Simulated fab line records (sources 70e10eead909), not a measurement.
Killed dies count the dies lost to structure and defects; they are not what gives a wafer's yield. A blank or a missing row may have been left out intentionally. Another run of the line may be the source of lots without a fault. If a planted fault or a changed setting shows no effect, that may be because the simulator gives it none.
Which tool did it? / flow nand_harc / 36 wafers from 12 lots sampled at 5 of the route's 1159 steps

== WHAT THE GAUGES READ, wafer by wafer ==
NHARC_A_M0_CD_MEAS_16. Usual: 79.6 nm for cd_nm, sd 0.97.
lot=L769; measured=day 17 17:14; on=cd_sem-03; cd_nm (nm)=79.9 80.5 80.6; flag=
lot=L771; measured=day 18 02:19; on=cd_sem-03; cd_nm (nm)=80.0 79.9 80.9; flag=
lot=L773; measured=day 18 10:26; on=cd_sem-01; cd_nm (nm)=80.6 80.8 79.2; flag=
lot=L775; measured=day 18 21:39; on=cd_sem-01; cd_nm (nm)=79.6 80.6 80.9; flag=
lot=L777; measured=day 19 16:52; on=cd_sem-03; cd_nm (nm)=80.0 79.8 78.8; flag=
lot=L776; measured=day 19 17:18; on=cd_sem-01; cd_nm (nm)=80.0 79.3 79.8; flag=
lot=L778; measured=day 20 02:59; on=cd_sem-01; cd_nm (nm)=79.8 78.7 78.6; flag=
lot=L780; measured=day 20 09:59; on=cd_sem-01; cd_nm (nm)=80.4 79.4 78.9; flag=
lot=L781; measured=day 21 03:21; on=cd_sem-03; cd_nm (nm)=78.9 80.0 80.0; flag=
lot=L787; measured=day 22 18:23; on=cd_sem-03; cd_nm (nm)=78.8 80.1 79.8; flag=
lot=L789; measured=day 22 22:34; on=cd_sem-03; cd_nm (nm)=80.6 78.0 80.1; flag=
lot=L791; measured=day 23 01:55; on=cd_sem-01; cd_nm (nm)=79.7 81.3 79.3; flag=

NHARC_END_SORT_01. Usual: defect_limited_yield 95.4 %, standard deviation 1.8; killed_at_array 28, standard deviation 11; killed_at_other 0.7, standard deviation 0.88; killed_at_periphery 3.1, standard deviation 2.2; killed_dies 31, standard deviation 12; killed_open 3.3, standard deviation 2; killed_short 2.0, standard deviation 1.6; sort_bin_2_pct 1.5 %, standard deviation 0.73; sort_bin_3_pct 0.27 %, standard deviation 0.22; sort_bin_4_pct 2.9 %, standard deviation 1.1; sort_n_pass 646, standard deviation 12; sort_rim_yield_pct 93 %, standard deviation 3.9; sort_yield_pct 95.4 %, standard deviation 1.8.
lot=L787; measured=day 24 18:03; on=prober-02; defect_limited_yield (%)=96.9 97.8 98.1; killed_at_array=11 12 13; killed_at_other=0 0 0; killed_at_periphery=10 3 0; killed_dies=21 15 13; killed_open=4 7 4; killed_short=3 1 1; sort_bin_2_pct (%)=1.2 0.9 0.3; sort_bin_3_pct (%)=0 0 0; sort_bin_4_pct (%)=1.9 1.3 1.6; sort_n_pass=656 662 664; sort_rim_yield_pct (%)=95 96 100; sort_yield_pct (%)=96.9 97.8 98.1; flag=

== TOOL THAT RAN EACH LOT (tool first, then ch and the chambers of the sampled wafers, then the start) ==
lot=L769; NHARC_A_M0_ETCH_34=rie_diel-10 ch 1,2,3, day 17 17:01; NHARC_A_M0_DEGAS_28=pvd_sputter-03, day 17 17:54; NHARC_A_M0_CMP_23=cmp-03 ch 0,2,3, day 17 19:02
lot=L771; NHARC_A_M0_ETCH_34=rie_diel-12 ch 0,2,3, day 18 02:07; NHARC_A_M0_DEGAS_28=pvd_sputter-02, day 18 02:56; NHARC_A_M0_CMP_23=cmp-03 ch 0,2,3, day 18 04:02
lot=L773; NHARC_A_M0_ETCH_34=rie_diel-10 ch 0,3, day 18 10:13; NHARC_A_M0_DEGAS_28=pvd_sputter-02, day 18 11:05; NHARC_A_M0_CMP_23=cmp-03 ch 1,2,3, day 18 12:14
lot=L775; NHARC_A_M0_ETCH_34=rie_diel-12 ch 0,3, day 18 21:26; NHARC_A_M0_DEGAS_28=pvd_sputter-01, day 18 22:17; NHARC_A_M0_CMP_23=cmp-02 ch 0,1, day 18 23:25
lot=L777; NHARC_A_M0_ETCH_34=rie_diel-06 ch 1,2, day 19 16:40; NHARC_A_M0_DEGAS_28=pvd_sputter-01, day 19 17:30; NHARC_A_M0_CMP_23=cmp-02 ch 0,1, day 19 18:51
lot=L776; NHARC_A_M0_ETCH_34=rie_diel-06 ch 0,1,2, day 19 17:06; NHARC_A_M0_DEGAS_28=pvd_sputter-03, day 19 17:59; NHARC_A_M0_CMP_23=cmp-02 ch 0,3, day 19 19:08
lot=L778; NHARC_A_M0_ETCH_34=rie_diel-12 ch 0,3, day 20 02:46; NHARC_A_M0_DEGAS_28=pvd_sputter-01, day 20 03:42; NHARC_A_M0_CMP_23=cmp-03 ch 0,1,2, day 20 04:49
lot=L780; NHARC_A_M0_ETCH_34=rie_diel-06 ch 0,1, day 20 09:44; NHARC_A_M0_DEGAS_28=pvd_sputter-01, day 20 10:36; NHARC_A_M0_CMP_23=cmp-03 ch 0,1,3, day 20 11:45
lot=L781; NHARC_A_M0_ETCH_34=rie_diel-06 ch 0,1, day 21 03:08; NHARC_A_M0_DEGAS_28=pvd_sputter-03, day 21 03:59; NHARC_A_M0_CMP_23=cmp-02 ch 1,2,3, day 21 05:05
lot=L787; NHARC_A_M0_ETCH_34=rie_diel-12 ch 1,2,3, day 22 18:11; NHARC_A_M0_DEGAS_28=pvd_sputter-02, day 22 19:01; NHARC_A_M0_CMP_23=cmp-03 ch 0,3, day 22 20:19
lot=L789; NHARC_A_M0_ETCH_34=rie_diel-10 ch 0,1,3, day 22 22:20; NHARC_A_M0_DEGAS_28=pvd_sputter-01, day 22 23:12; NHARC_A_M0_CMP_23=cmp-03 ch 0,1,2, day 23 00:16
lot=L791; NHARC_A_M0_ETCH_34=rie_diel-12 ch 0,2,3, day 23 01:42; NHARC_A_M0_DEGAS_28=pvd_sputter-02, day 23 02:33; NHARC_A_M0_CMP_23=cmp-04 ch 0,2, day 23 03:40
- NHARC_A_M0_ETCH_34: etches the open film in N2/H2, target depth 40 nm, overetch 12 nm, time 43.94 s.
- NHARC_A_M0_DEGAS_28: time 60 s.
- NHARC_A_M0_CMP_23: polishes, t overpolish 20 s, target thk 113.75 nm.

== WHAT THE TOOLS THEMSELVES READ (means of the sampled wafers that have a number; where no wafer has one, the mark that the record gives instead) ==
NHARC_A_M0_ETCH_34. Usual: drypump_motor_current_A 5.8 A, standard deviation 0.44; oes_product_au 0.996 a.u., standard deviation 0.011; rf_vpp_V 431 V, standard deviation 3.6; showerhead_plenum_p_Torr 2.07 Torr, standard deviation 0.13; throttle_valve_pct 14.171 %, standard deviation 0.0091.
lot=L769; tool=rie_diel-10; drypump_motor_current_A (A)=5.4; oes_product_au (a.u.)=0.985; rf_vpp_V (V)=429; showerhead_plenum_p_Torr (Torr)=2.00; throttle_valve_pct (%)=14.165; flag=
lot=L771; tool=rie_diel-12; drypump_motor_current_A (A)=5.9; oes_product_au (a.u.)=1.000; rf_vpp_V (V)=432; showerhead_plenum_p_Torr (Torr)=2.10; throttle_valve_pct (%)=14.169; flag=
lot=L773; tool=rie_diel-10; drypump_motor_current_A (A)=5.8; oes_product_au (a.u.)=0.985; rf_vpp_V (V)=430; showerhead_plenum_p_Torr (Torr)=1.98; throttle_valve_pct (%)=14.166; flag=
lot=L775; tool=rie_diel-12; drypump_motor_current_A (A)=6.1; oes_product_au (a.u.)=0.992; rf_vpp_V (V)=430; showerhead_plenum_p_Torr (Torr)=2.00; throttle_valve_pct (%)=14.172; flag=
lot=L777; tool=rie_diel-06; drypump_motor_current_A (A)=5.9; oes_product_au (a.u.)=1.003; rf_vpp_V (V)=431; showerhead_plenum_p_Torr (Torr)=2.09; throttle_valve_pct (%)=14.170; flag=
lot=L776; tool=rie_diel-06; drypump_motor_current_A (A)=5.7; oes_product_au (a.u.)=1.009; rf_vpp_V (V)=431; showerhead_plenum_p_Torr (Torr)=2.07; throttle_valve_pct (%)=14.175; flag=
lot=L778; tool=rie_diel-12; drypump_motor_current_A (A)=6.3; oes_product_au (a.u.)=0.991; rf_vpp_V (V)=431; showerhead_plenum_p_Torr (Torr)=2.09; throttle_valve_pct (%)=14.174; flag=
lot=L780; tool=rie_diel-06; drypump_motor_current_A (A)=5.5; oes_product_au (a.u.)=0.867; rf_vpp_V (V)=430; showerhead_plenum_p_Torr (Torr)=2.04; throttle_valve_pct (%)=14.168; flag=OFF
lot=L781; tool=rie_diel-06; drypump_motor_current_A (A)=5.7; oes_product_au (a.u.)=0.908; rf_vpp_V (V)=429; showerhead_plenum_p_Torr (Torr)=1.97; throttle_valve_pct (%)=14.175; flag=OFF
lot=L787; tool=rie_diel-12; drypump_motor_current_A (A)=5.9; oes_product_au (a.u.)=0.979; rf_vpp_V (V)=432; showerhead_plenum_p_Torr (Torr)=2.07; throttle_valve_pct (%)=14.169; flag=
lot=L789; tool=rie_diel-10; drypump_motor_current_A (A)=5.6; oes_product_au (a.u.)=0.999; rf_vpp_V (V)=430; showerhead_plenum_p_Torr (Torr)=2.00; throttle_valve_pct (%)=14.175; flag=
lot=L791; tool=rie_diel-12; drypump_motor_current_A (A)=5.9; oes_product_au (a.u.)=0.985; rf_vpp_V (V)=432; showerhead_plenum_p_Torr (Torr)=2.09; throttle_valve_pct (%)=14.168; flag=

NHARC_A_M0_DEGAS_28. Usual: heater_power_w 333 W, standard deviation 35; susceptor_temp_C 249.98 C, standard deviation 0.22.
lot=L769; tool=pvd_sputter-03; heater_power_w (W)=322; susceptor_temp_C (C)=249.87; flag=
lot=L771; tool=pvd_sputter-02; heater_power_w (W)=332; susceptor_temp_C (C)=249.89; flag=
lot=L773; tool=pvd_sputter-02; heater_power_w (W)=350; susceptor_temp_C (C)=250.04; flag=
lot=L775; tool=pvd_sputter-01; heater_power_w (W)=350; susceptor_temp_C (C)=250.01; flag=
lot=L777; tool=pvd_sputter-01; heater_power_w (W)=320; susceptor_temp_C (C)=249.91; flag=
lot=L776; tool=pvd_sputter-03; heater_power_w (W)=336; susceptor_temp_C (C)=249.96; flag=
lot=L778; tool=pvd_sputter-01; heater_power_w (W)=332; susceptor_temp_C (C)=249.85; flag=
lot=L780; tool=pvd_sputter-01; heater_power_w (W)=322; susceptor_temp_C (C)=-; flag=OFF
lot=L781; tool=pvd_sputter-03; heater_power_w (W)=339; susceptor_temp_C (C)=250.19; flag=
lot=L787; tool=pvd_sputter-02; heater_power_w (W)=342; susceptor_temp_C (C)=250.02; flag=
lot=L789; tool=pvd_sputter-01; heater_power_w (W)=324; susceptor_temp_C (C)=-; flag=OFF
lot=L791; tool=pvd_sputter-02; heater_power_w (W)=347; susceptor_temp_C (C)=249.94; flag=

NHARC_A_M0_CMP_23. Usual: motor_current_A 12.0 A, standard deviation 1.6; retaining_ring_pressure_frac 1.000, standard deviation 0.005; time_to_endpoint_s 29.9 s, standard deviation 2.9.
lot=L769; tool=cmp-03; motor_current_A (A)=12.3; retaining_ring_pressure_frac=1.002; time_to_endpoint_s (s)=31.1; flag=
lot=L771; tool=cmp-03; motor_current_A (A)=12.9; retaining_ring_pressure_frac=0.996; time_to_endpoint_s (s)=30.4; flag=
lot=L773; tool=cmp-03; motor_current_A (A)=12.8; retaining_ring_pressure_frac=0.995; time_to_endpoint_s (s)=28.7; flag=
lot=L775; tool=cmp-02; motor_current_A (A)=10.9; retaining_ring_pressure_frac=0.996; time_to_endpoint_s (s)=26.5; flag=
lot=L777; tool=cmp-02; motor_current_A (A)=10.2; retaining_ring_pressure_frac=1.002; time_to_endpoint_s (s)=31.5; flag=
lot=L776; tool=cmp-02; motor_current_A (A)=10.8; retaining_ring_pressure_frac=1.006; time_to_endpoint_s (s)=31.6; flag=
lot=L778; tool=cmp-03; motor_current_A (A)=13.8; retaining_ring_pressure_frac=1.000; time_to_endpoint_s (s)=29.0; flag=
lot=L780; tool=cmp-03; motor_current_A (A)=11.7; retaining_ring_pressure_frac=0.997; time_to_endpoint_s (s)=33.5; flag=
lot=L781; tool=cmp-02; motor_current_A (A)=11.7; retaining_ring_pressure_frac=1.003; time_to_endpoint_s (s)=30.2; flag=
lot=L787; tool=cmp-03; motor_current_A (A)=12.0; retaining_ring_pressure_frac=0.997; time_to_endpoint_s (s)=30.8; flag=
lot=L789; tool=cmp-03; motor_current_A (A)=13.3; retaining_ring_pressure_frac=1.000; time_to_endpoint_s (s)=27.8; flag=
lot=L791; tool=cmp-04; motor_current_A (A)=11.7; retaining_ring_pressure_frac=0.997; time_to_endpoint_s (s)=35.4; flag=

== THE ANSWER, worked out from the rows above alone ==
Rule: a lot is off if the mean of its wafers that have a number lies more than 3 standard deviations from the usual mean. Also off: a lot with no number at a reading for which 4 or more lots have one. Where the step has rows for the other lots, those lots are counted as sound. Order of review: gauges by route order, followed by the tools' own readings, for which a lot's mean as printed above is used. At the first step where some lot is off, the reading lying furthest off is the one used; lots without a number count as furthest.
Off: L780, L781 (NHARC_A_M0_ETCH_34, oes_product_au).
If a tool, at that step or one of the process steps before it, ran each lot that is off and ran no sound lot following the first of them, it fits. One fits: NHARC_A_M0_ETCH_34 on rie_diel-06. Its last sound lot is L776 (day 19 17:06), its first lot that is off L780 (day 20 09:44): a fault that began between those two fits.
On the lots that are off, the tool's own readings at NHARC_A_M0_ETCH_34 differ by more than 5 times the standard deviation of the sound lots' means, which bears it out; oes_product_au reads 0.887 a.u. there versus 0.993 a.u. on the sound lots.

== WHAT THE SIMULATOR HAD PUT IN ==
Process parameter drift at NHARC_A_M0_ETCH_34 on rie_diel-06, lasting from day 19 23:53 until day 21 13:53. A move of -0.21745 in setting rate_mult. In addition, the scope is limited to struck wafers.
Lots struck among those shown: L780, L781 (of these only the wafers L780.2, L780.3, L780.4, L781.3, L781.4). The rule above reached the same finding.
